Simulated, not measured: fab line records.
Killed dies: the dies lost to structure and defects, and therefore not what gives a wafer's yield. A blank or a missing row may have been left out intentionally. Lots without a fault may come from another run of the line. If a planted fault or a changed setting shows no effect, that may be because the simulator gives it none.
fab line records ; flow n5Finfet
record: lots: 15; wafers: 44; lastDay: 17
route steps=1938 shown WELL_APT@50 PMOS_HMC_CHANNEL_EPI@57 BEOL_M4@1111
lots with no fault: from the same line, run without faults
startH: the number of hours between the record's first day and the start of the first shown wafer of the lot ; waitH: hours since the lot's step before ; " repeats the value in the row above ; L1.1+2: one row covering several wafers at once ; - no value, or no start given ; * or withheld: withheld ; < > ~ a bound
route shown NAME@n: a module of which the file shows steps, and the number in the route of the first ; usual: mean and standard deviation over wafers with no fault ; same: alike in all rows ; chamber/n: place in a boat ; sites: each site's reading ; _std_site: the values' standard deviation ; _edge_site: mean of outer sites minus mean of inner sites ; radiusMm: for every site, how far away it sits from the centre of the wafer ; mask NAME#n: copy n ; behind: the last tool/chamber to shape the wafer ; hold: what put the lot on hold/how long, in hours/how the hold closed ; device: transistor that didn't switch, given as n, p or np ; end of line: the tests these same wafers got at the end of their route ; a step with no rows: only its recipe ; killed: dies lost to structure and defects at the first sort, not the wafer's yield ; map: per-die view of a wafer (x killed, . not killed, _ where there is no die)
set.NAME: the setting as run; set.NAME@STEP: as run at that earlier step ; model.NAME: the simulator's own value behind a step, which no gauge read
a sample of lots followed through the steps of the route, with each step as a table and each wafer as a row
services: when a tool's chamber went out of use (startH, in hours from the record's first day, below 0 if earlier), for how many hours, and the reason
== steps ==
step: N5_WELL_APT_RTA_34
recipe: tempC: 1000; timeS: 10; ambient: N2; idleTempC: 600; rampUpCPerS: 150; rampDownCPerS: 60; coolToC: 600
usual: lampPowerPct: 13.01/0.055; wafer_temp_C_max: 1003.7/1
lot.wafer;tool;chamber;startH;waitH;lampPowerPct;wafer_temp_C_max
L887.2;rtpAnneal-01;0;15.80;0.0;12.94;1005.0
L887.3;rtpAnneal-01;0;15.80;0.0;12.98;1003.2
L887.4;rtpAnneal-01;0;15.80;0.0;13.05;1003.4
L888.1;rtpAnneal-01;0;23.05;0.0;13.08;1002.8
L888.5;rtpAnneal-01;0;23.05;0.0;12.95;1003.2
L889.3;rtpAnneal-02;0;28.20;0.1;13.04;1001.9
L889.4;rtpAnneal-02;0;28.20;0.1;13.00;1002.8
L889.6;rtpAnneal-02;0;28.20;0.1;13.01;1004.2
L890.3;rtpAnneal-02;0;33.94;0.1;13.10;1005.4
L890.4;rtpAnneal-02;0;33.94;0.1;13.07;1004.8
L890.6;rtpAnneal-02;0;33.94;0.1;12.97;1003.1
L894.1;rtpAnneal-02;0;59.40;0.0;13.03;1002.9
L894.2;rtpAnneal-02;0;59.40;0.0;13.09;1004.5
L894.5;rtpAnneal-02;0;59.40;0.0;13.08;1004.9
L895.1;rtpAnneal-02;0;65.73;0.0;12.95;1005.3
L895.3;rtpAnneal-02;0;65.73;0.0;13.13;1004.0
L895.5;rtpAnneal-02;0;65.73;0.0;13.02;1002.5
L896.1;rtpAnneal-02;0;70.08;0.0;13.00;1002.2
L896.3;rtpAnneal-02;0;70.08;0.0;13.05;1003.1
L896.5;rtpAnneal-02;0;70.08;0.0;12.97;1004.6
L898.1;rtpAnneal-01;0;81.85;0.0;13.05;1003.7
L898.4;rtpAnneal-01;0;81.85;0.0;12.94;1003.3
L898.5;rtpAnneal-01;0;81.85;0.0;13.03;1003.2
L904.1;rtpAnneal-02;0;118.11;0.3;13.03;1003.7
L904.2;rtpAnneal-02;0;118.11;0.3;13.01;1004.2
L904.6;rtpAnneal-02;0;118.11;0.3;13.01;1002.7
L905.3;rtpAnneal-01;0;124.52;0.8;13.00;1002.4
L905.4;rtpAnneal-01;0;124.52;0.8;13.00;1004.2
L905.5;rtpAnneal-01;0;124.52;0.8;12.97;1002.3
L906.2;rtpAnneal-02;0;129.91;0.1;12.97;1004.5
L906.4;rtpAnneal-02;0;129.91;0.1;12.99;1003.3
L906.5;rtpAnneal-02;0;129.91;0.1;12.98;1004.1
L907.1;rtpAnneal-02;0;136.04;0.0;13.06;1002.8
L907.2;rtpAnneal-02;0;136.04;0.0;13.07;1003.3
L907.4;rtpAnneal-02;0;136.04;0.0;12.94;1004.6
L908.1;rtpAnneal-01;0;141.68;0.0;13.03;1006.6
L908.4;rtpAnneal-01;0;141.68;0.0;13.10;1004.0
L908.5;rtpAnneal-01;0;141.68;0.0;12.96;1004.0
L909.1;rtpAnneal-01;0;149.00;0.0;13.05;1004.3
L909.2;rtpAnneal-01;0;149.00;0.0;13.07;1002.5
L909.3;rtpAnneal-01;0;149.00;0.0;13.00;1003.1
L910.1;rtpAnneal-01;0;153.93;0.1;13.02;1004.3
L910.2;rtpAnneal-01;0;153.93;0.1;13.01;1002.0
L910.6;rtpAnneal-01;0;153.93;0.1;12.93;1002.7
step: N5_PMOS_HMC_CHANNEL_EPI_HM_DEP_34
recipe: material: SiO2; targetThkA: 360; tempC: 400; precursor: TEOS/O2; pressureTorr: 6.5; rfW: 900; teosFlowSccm: 161.4; gas: O2; flowSccm: 2650; timeS: 6.9
usual: heaterPowerW: 601/110; showerheadPlenumPTorr: 8.35/0.057; throttleValvePct: 18.2/1
lot.wafer;tool;chamber;startH;waitH;heaterPowerW;showerheadPlenumPTorr;sinceWetCleanH;throttleValvePct
L887.2;pecvd-01;1;16.69;0.0;716;8.27;1446;17.9
L887.3;pecvd-01;0;16.69;0.0;627;8.40;721;18.4
L887.4;pecvd-01;0;16.69;0.0;622;8.41;-;18.3
L888.1;pecvd-01;0;23.98;0.0;555;8.43;728;18.2
L888.5;pecvd-01;0;23.98;0.0;545;8.44;-;18.3
L889.3;pecvd-03;0;29.13;0.1;516;8.39;-;17.0
L889.4;pecvd-03;2;29.13;0.1;384;8.36;-;17.2
L889.6;pecvd-03;0;29.13;0.1;523;8.37;-;17.2
L890.3;pecvd-03;2;34.81;0.0;434;8.36;164;17.1
L890.4;pecvd-03;0;34.81;0.0;635;8.38;-;17.3
L890.6;pecvd-03;1;34.81;0.0;625;8.43;-;19.1
L894.1;pecvd-01;2;60.32;0.0;622;8.22;10;16.8
L894.2;pecvd-01;0;60.32;0.0;623;8.41;764;18.4
L894.5;pecvd-01;0;60.32;0.0;621;8.41;-;18.5
L895.1;pecvd-01;0;66.64;0.0;579;8.38;771;18.4
L895.3;pecvd-01;2;66.64;0.0;717;8.23;17;16.9
L895.5;pecvd-01;0;66.64;0.0;584;8.40;-;18.5
L896.1;pecvd-01;2;70.99;0.0;563;8.25;21;16.8
L896.3;pecvd-01;1;70.99;0.0;848;8.29;1500;18.1
L896.5;pecvd-01;0;70.99;0.0;481;8.41;-;18.6
L898.1;pecvd-01;1;82.77;0.0;725;8.28;1512;18.1
L898.4;pecvd-01;1;82.77;0.0;709;8.29;-;18.0
L898.5;pecvd-01;0;82.77;0.0;593;8.42;-;18.4
L904.1;pecvd-02;2;119.24;0.0;578;8.37;2092;18.7
L904.2;pecvd-02;0;119.24;0.0;597;8.35;642;19.6
L904.6;pecvd-02;0;119.24;0.0;603;8.36;-;19.4
L905.3;pecvd-01;2;125.47;0.0;684;8.25;75;16.8
L905.4;pecvd-01;2;125.47;0.0;680;8.25;-;16.9
L905.5;pecvd-01;0;125.47;0.0;615;8.42;-;18.3
L906.2;pecvd-02;1;130.80;0.0;559;8.31;1378;19.5
L906.4;pecvd-02;2;130.80;0.0;575;8.36;-;18.8
L906.5;pecvd-02;0;130.80;0.0;546;8.35;-;19.5
L907.1;pecvd-03;2;136.96;0.0;490;8.37;266;17.1
L907.2;pecvd-03;0;136.96;0.0;476;8.38;213;17.1
L907.4;pecvd-03;1;136.96;0.0;590;8.40;-;18.7
L908.1;pecvd-02;0;142.59;0.0;578;8.34;665;19.2
L908.4;pecvd-02;0;142.59;0.0;564;8.36;-;19.7
L908.5;pecvd-02;2;142.59;0.0;583;8.35;-;18.4
L909.1;pecvd-03;0;149.93;0.0;596;8.37;226;17.5
L909.2;pecvd-03;1;149.93;0.0;740;8.40;1760;19.1
L909.3;pecvd-03;2;149.93;0.0;383;8.35;279;17.3
L910.1;pecvd-03;1;154.84;0.0;723;8.41;1765;18.9
L910.2;pecvd-03;2;154.84;0.0;441;8.37;284;17.6
L910.6;pecvd-03;0;154.84;0.0;591;8.37;-;17.0
step: N5_PMOS_HMC_CHANNEL_EPI_CMP_21
recipe: material: SiGe30; postCmpClean: alkalineBrush; targetThkNm: 54
usual: edgeZonePressureFrac: 1.000/0.0048; motorCurrentA: 12.6/1.2; slurryFilterDpKPa: 13.50/0.13
lot.wafer;tool;chamber;startH;waitH;edgeZonePressureFrac;motorCurrentA;slurryFilterDpKPa
L887.3;cmp-01;0;19.58;0.0;0.994;12.0;13.63
L887.4;cmp-01;2;19.58;0.0;0.993;12.5;13.69
L887.2;cmp-01;3;19.58;0.0;1.000;12.0;13.57
L888.1;cmp-02;1;26.83;0.0;1.000;11.9;13.44
L888.5;cmp-02;2;26.83;0.0;1.003;13.9;13.57
L889.3;cmp-04;2;31.56;0.1;1.015;15.4;13.47
L889.4;cmp-04;3;31.56;0.1;0.996;13.8;13.59
L889.6;cmp-04;0;31.56;0.1;0.999;10.5;13.46
L890.3;cmp-01;1;37.14;0.0;0.994;11.8;13.50
L890.4;cmp-01;3;37.14;0.0;1.005;12.4;13.52
L890.6;cmp-01;2;37.14;0.0;0.999;12.4;13.50
L894.1;cmp-02;2;62.82;0.1;-;-;-
L894.2;cmp-02;3;62.82;0.1;-;-;-
L894.5;cmp-02;1;62.82;0.1;-;-;-
L895.3;cmp-01;1;69.05;0.1;-;-;-
L895.1;cmp-01;2;69.05;0.1;-;-;-
L895.5;cmp-01;3;69.05;0.1;-;-;-
L896.3;cmp-02;0;74.41;0.1;-;-;-
L896.1;cmp-02;1;74.41;0.1;-;-;-
L896.5;cmp-02;3;74.41;0.1;-;-;-
L898.1;cmp-02;1;85.54;0.1;1.007;12.1;13.76
L898.4;cmp-02;2;85.54;0.1;1.001;13.5;13.54
L898.5;cmp-02;0;85.54;0.1;0.995;13.3;13.51
L904.1;cmp-01;2;121.70;0.0;1.000;13.0;13.38
L904.2;cmp-01;0;121.70;0.0;1.002;11.0;13.69
L904.6;cmp-01;3;121.70;0.0;1.010;12.4;13.58
L905.3;cmp-04;2;128.00;0.1;1.003;15.3;13.64
L905.4;cmp-04;3;128.00;0.1;0.996;13.8;13.41
L905.5;cmp-04;0;128.00;0.1;1.001;11.2;13.36
L906.2;cmp-04;2;133.47;0.1;1.004;14.8;13.60
L906.4;cmp-04;3;133.47;0.1;0.993;13.8;13.28
L906.5;cmp-04;2;133.47;0.1;1.002;15.1;13.54
L907.1;cmp-01;1;139.47;0.0;1.004;12.0;13.53
L907.2;cmp-01;3;139.47;0.0;1.000;11.4;13.40
L907.4;cmp-01;0;139.47;0.0;0.998;10.9;13.35
L908.1;cmp-02;1;145.41;0.0;0.995;12.2;13.41
L908.4;cmp-02;0;145.41;0.0;0.994;12.9;13.54
L908.5;cmp-02;1;145.41;0.0;0.995;11.5;13.50
L909.1;cmp-02;0;152.29;0.0;1.001;13.3;13.44
L909.2;cmp-02;1;152.29;0.0;1.008;12.7;13.39
L909.3;cmp-02;2;152.29;0.0;1.009;14.1;13.38
L910.1;cmp-01;1;157.53;0.1;1.002;12.2;13.46
L910.2;cmp-01;2;157.53;0.1;0.993;12.3;13.18
L910.6;cmp-01;0;157.53;0.1;1.002;11.2;13.54
step: N5_PMOS_HMC_CHANNEL_EPI_THK_MEAS_22
recipe: reads: SiGe30_of_PMOS_HMC_CHANNEL_EPI_EPI_20
usual: HMC_CMP_THK: 53.7/1.1
lot.wafer;tool;chamber;startH;waitH;HMC_CMP_THK[nm]
L887.2;filmMetro-02;-;19.88;-;55.2
L887.3;filmMetro-02;-;19.88;-;55.2
L887.4;filmMetro-02;-;19.88;-;51.7
L888.1;filmMetro-02;-;27.12;-;55.1
L888.5;filmMetro-02;-;27.12;-;54.4
L889.3;filmMetro-02;-;31.78;-;53.5
L889.4;filmMetro-02;-;31.78;-;54.2
L889.6;filmMetro-02;-;31.78;-;52.8
L890.3;filmMetro-02;-;37.43;-;53.5
L890.4;filmMetro-02;-;37.43;-;53.6
L890.6;filmMetro-02;-;37.43;-;53.9
L894.1;filmMetro-02;-;63.08;0.2;59.9
L894.2;filmMetro-02;-;63.08;0.2;60.5
L894.5;filmMetro-02;-;63.08;0.2;59.9
L895.1;filmMetro-02;-;69.27;0.1;58.9
L895.3;filmMetro-02;-;69.27;0.1;59.0
L895.5;filmMetro-02;-;69.27;0.1;59.1
L896.1;filmMetro-01;-;74.67;0.2;58.9
L896.3;filmMetro-01;-;74.67;0.2;58.3
L896.5;filmMetro-01;-;74.67;0.2;58.7
L898.1;filmMetro-02;-;85.76;-;52.8
L898.4;filmMetro-02;-;85.76;-;55.4
L898.5;filmMetro-02;-;85.76;-;51.6
L904.1;filmMetro-01;-;121.99;-;52.0
L904.2;filmMetro-01;-;121.99;-;53.6
L904.6;filmMetro-01;-;121.99;-;53.2
L905.3;filmMetro-01;-;128.22;-;54.2
L905.4;filmMetro-01;-;128.22;-;54.0
L905.5;filmMetro-01;-;128.22;-;54.6
L906.2;filmMetro-01;-;133.72;-;52.4
L906.4;filmMetro-01;-;133.72;-;54.2
L906.5;filmMetro-01;-;133.72;-;54.7
L907.1;filmMetro-01;-;139.76;-;52.4
L907.2;filmMetro-01;-;139.76;-;54.3
L907.4;filmMetro-01;-;139.76;-;53.9
L908.1;filmMetro-02;-;145.71;-;53.9
L908.4;filmMetro-02;-;145.71;-;53.3
L908.5;filmMetro-02;-;145.71;-;54.6
L909.1;filmMetro-02;-;152.58;-;54.5
L909.2;filmMetro-02;-;152.58;-;55.6
L909.3;filmMetro-02;-;152.58;-;52.2
L910.1;filmMetro-02;-;157.75;-;51.8
L910.2;filmMetro-02;-;157.75;-;53.4
L910.6;filmMetro-02;-;157.75;-;54.0
step: N5_PMOS_HMC_CHANNEL_EPI_INSPECT_30
recipe: inspectInstrument: darkfield; mode: postEpi
usual: rawDefectCount: 20/6.6
lot.wafer;tool;chamber;startH;waitH;rawDefectCount
L887.2;defectInspect-02;-;20.36;0.0;36
L887.3;defectInspect-02;-;20.36;0.0;18
L887.4;defectInspect-02;-;20.36;0.0;10
L888.1;defectInspect-01;-;27.60;0.0;30
L888.5;defectInspect-01;-;27.60;0.0;23
L889.3;defectInspect-02;-;32.26;0.0;16
L889.4;defectInspect-02;-;32.26;0.0;18
L889.6;defectInspect-02;-;32.26;0.0;19
L890.3;defectInspect-02;-;37.91;0.0;16
L890.4;defectInspect-02;-;37.91;0.0;23
L890.6;defectInspect-02;-;37.91;0.0;21
L894.1;defectInspect-01;-;63.56;0.0;26
L894.2;defectInspect-01;-;63.56;0.0;37
L894.5;defectInspect-01;-;63.56;0.0;30
L895.1;defectInspect-01;-;69.75;0.0;56
L895.3;defectInspect-01;-;69.75;0.0;46
L895.5;defectInspect-01;-;69.75;0.0;63
L896.1;defectInspect-02;-;75.15;0.0;62
L896.3;defectInspect-02;-;75.15;0.0;72
L896.5;defectInspect-02;-;75.15;0.0;65
L898.1;defectInspect-01;-;86.24;0.0;20
L898.4;defectInspect-01;-;86.24;0.0;14
L898.5;defectInspect-01;-;86.24;0.0;9
L904.1;defectInspect-01;-;122.47;0.0;20
L904.2;defectInspect-01;-;122.47;0.0;20
L904.6;defectInspect-01;-;122.47;0.0;21
L905.3;defectInspect-02;-;128.70;0.0;18
L905.4;defectInspect-02;-;128.70;0.0;29
L905.5;defectInspect-02;-;128.70;0.0;28
L906.2;defectInspect-02;-;134.21;0.0;22
L906.4;defectInspect-02;-;134.21;0.0;24
L906.5;defectInspect-02;-;134.21;0.0;14
L907.1;defectInspect-01;-;140.24;0.0;13
L907.2;defectInspect-01;-;140.24;0.0;24
L907.4;defectInspect-01;-;140.24;0.0;23
L908.1;defectInspect-01;-;146.19;0.0;13
L908.4;defectInspect-01;-;146.19;0.0;17
L908.5;defectInspect-01;-;146.19;0.0;24
L909.1;defectInspect-01;-;153.17;0.0;26
L909.2;defectInspect-01;-;153.17;0.0;21
L909.3;defectInspect-01;-;153.17;0.0;20
L910.1;defectInspect-01;-;158.33;0.0;9
L910.2;defectInspect-01;-;158.33;0.0;29
L910.6;defectInspect-01;-;158.33;0.0;16
step: N5_BEOL_M4_RC_MEAS_101
usual: DIBL_N: 36.0/2.2; DIBL_P: 35.9/2.6; IOFF_N: 0.16/0.038; IOFF_P: 0.21/0.042; ION_N: 675/15; ION_P: 463/10; SS_N: 71.5/0.62; SS_P: 73.2/0.76; VT_N: 250/4.1; VT_P: -251/3.6
lot.wafer;tool;chamber;startH;waitH;DIBL_N[mV/V];DIBL_P[mV/V];IOFF_N[nA/um];IOFF_P[nA/um];ION_N[uA/um];ION_P[uA/um];SS_N[mV/dec];SS_P[mV/dec];VT_N[mV];VT_P[mV]
L887.2;prober-01;0;164.69;0.2;35.0;34.6;0.13;0.20;672;464;71.2;72.7;250;-250
L887.3;prober-01;0;164.69;0.2;32.8;32.3;0.11;0.17;658;457;70.6;72.4;256;-251
L887.4;prober-01;0;164.69;0.2;33.8;32.1;0.12;0.16;665;461;71.6;72.1;254;-251
L888.1;prober-01;0;168.74;0.0;37.3;37.3;0.17;0.21;674;461;71.5;73.2;251;-254
L888.5;prober-01;0;168.74;0.0;35.4;35.0;0.14;0.19;667;454;71.6;72.4;251;-253
L889.3;prober-02;0;168.92;0.3;36.3;37.2;0.17;0.21;675;458;72.3;73.5;249;-252
L889.4;prober-02;0;168.92;0.3;35.1;36.8;0.15;0.19;662;454;71.6;73.3;251;-252
L889.6;prober-02;0;168.92;0.3;32.8;34.1;0.12;0.16;672;463;70.7;72.1;253;-255
L890.3;prober-02;0;194.41;0.3;33.3;33.6;0.12;0.15;657;446;70.9;73.0;253;-255
L890.4;prober-02;0;194.41;0.3;36.6;37.5;0.17;0.20;680;458;72.6;73.8;247;-251
L890.6;prober-02;0;194.41;0.3;34.8;34.4;0.14;0.15;656;444;71.8;73.3;251;-255
L898.1;prober-01;0;230.50;0.0;38.5;36.9;0.16;0.26;684;475;71.2;73.7;248;-247
L898.4;prober-01;0;230.50;0.0;32.9;30.5;0.09;0.17;639;447;70.3;72.9;257;-250
L898.5;prober-01;0;230.50;0.0;37.7;36.0;0.16;0.25;674;474;71.4;73.6;248;-245
L905.3;prober-02;0;264.25;0.3;38.2;34.2;0.15;0.19;658;452;71.8;73.3;253;-253
L905.4;prober-02;0;264.25;0.3;38.3;37.3;0.17;0.23;691;473;71.6;73.5;245;-251
L905.5;prober-02;0;264.25;0.3;37.3;36.2;0.16;0.22;687;474;71.0;73.4;248;-249
L904.1;prober-02;0;266.93;0.0;37.0;38.5;0.17;0.24;661;456;72.0;73.5;246;-249
L904.2;prober-02;0;266.93;0.0;37.4;38.1;0.20;0.23;697;478;71.2;73.8;243;-251
L904.6;prober-02;0;266.93;0.0;36.6;36.9;0.17;0.22;686;464;70.7;72.4;248;-250
L906.2;prober-02;0;281.27;0.2;38.6;39.0;0.18;0.23;675;464;71.9;73.4;249;-250
L906.4;prober-02;0;281.27;0.2;39.9;42.4;0.22;0.29;696;482;72.1;73.9;245;-248
L906.5;prober-02;0;281.27;0.2;38.5;39.0;0.20;0.25;689;472;71.6;73.0;246;-250
L908.1;prober-02;0;290.17;0.0;35.9;36.9;0.17;0.28;684;476;71.5;74.2;249;-243
L908.4;prober-02;0;290.17;0.0;32.9;32.5;0.12;0.19;663;462;70.3;72.6;255;-249
L908.5;prober-02;0;290.17;0.0;33.8;31.9;0.12;0.18;656;454;70.8;72.2;252;-251
L907.1;prober-02;0;293.57;0.0;38.0;39.0;0.20;0.25;685;465;72.1;74.5;248;-251
L907.2;prober-02;0;293.57;0.0;34.9;35.5;0.15;0.19;689;469;71.6;73.0;250;-250
L907.4;prober-02;0;293.57;0.0;34.1;34.3;0.13;0.18;664;458;71.3;73.1;253;-254
L909.1;prober-01;0;306.25;0.0;37.4;40.0;0.21;0.26;678;458;71.8;74.5;242;-250
L909.2;prober-01;0;306.25;0.0;33.0;33.5;0.14;0.17;679;467;71.5;72.5;249;-254
L909.3;prober-01;0;306.25;0.0;37.6;40.5;0.22;0.25;692;470;72.9;74.6;244;-249
L910.1;prober-02;0;306.35;0.0;36.0;37.0;0.18;0.25;684;464;71.0;73.4;245;-248
L910.2;prober-02;0;306.35;0.0;35.7;36.7;0.18;0.25;693;475;71.2;73.6;244;-245
L910.6;prober-02;0;306.35;0.0;35.6;37.8;0.19;0.28;700;491;71.5;74.2;245;-245
== services ==
tool;chamber;startH;hours;kind
cmp-02;-;-2.18;10.3;repair
cmp-01;-;4.84;6.1;repair
pecvd-03;2;9.65;5.5;scheduledDown
cmp-02;-;18.14;1.4;repair
pecvd-01;2;21.12;-;clean
pecvd-01;2;21.12;-;consumableReplace:showerhead
pecvd-01;2;21.12;29.0;scheduledDown
pecvd-01;2;21.12;29.0;ventCycle
cmp-04;-;22.50;6.3;pm
pecvd-03;1;26.06;4.2;repair
pecvd-01;-;34.00;0.7;repair
cmp-04;-;38.06;4.0;pm
cmp-01;-;58.11;1.2;repair
pecvd-03;0;58.36;21.2;repair
cmp-02;-;61.17;0.2;repair
cmp-02;-;78.72;1.7;repair
cmp-02;-;86.74;0.5;repair
pecvd-01;-;94.47;1.4;repair
cmp-01;-;108.99;8.1;pm
pecvd-01;0;129.78;5.5;scheduledDown
cmp-02;-;131.75;0.2;repair
cmp-02;-;133.37;1.2;repair
cmp-02;-;145.92;3.0;repair
cmp-01;-;154.57;0.4;repair
== key ==
firstSign: step: N5_PMOS_HMC_CHANNEL_EPI_CMP_21; reading: toolRecord; direction: missing
effect: step: N5_PMOS_HMC_CHANNEL_EPI_THK_MEAS_22; reading: HMC_CMP_THK; direction: up; sigmas: 5.1; usual: 53.7; struck: 59.2
metAt N5_PMOS_HMC_CHANNEL_EPI_CMP_21
struckLots L894,L895,L896
laterRowsLeftOut L894.1,L894.2,L894.5,L895.1,L895.3,L895.5,L896.1,L896.3,L896.5
sortLeftOut L894.1,L894.2,L894.5,L895.1,L895.3,L895.5,L896.1,L896.3,L896.5
notActingAt N5_WELL_APT_RTA_34,N5_PMOS_HMC_CHANNEL_EPI_HM_DEP_34,N5_PMOS_HMC_CHANNEL_EPI_INSPECT_30
onsetBetween 37.14 62.82
fault: kind: skippedStepWhole; tool: cmp-01,cmp-02; chamber: -; onsetH: 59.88; steps: N5_PMOS_HMC_CHANNEL_EPI_CMP_21; scope: struckLotsOnly
sortLeftOut: the simulated sort isn't trusted on such a fault, so these wafers' sort isn't shown, and their yield isn't known
laterRowsLeftOut: the simulator's readings of these wafers behind a module that went badly wrong aren't trusted and aren't shown, but for the sort
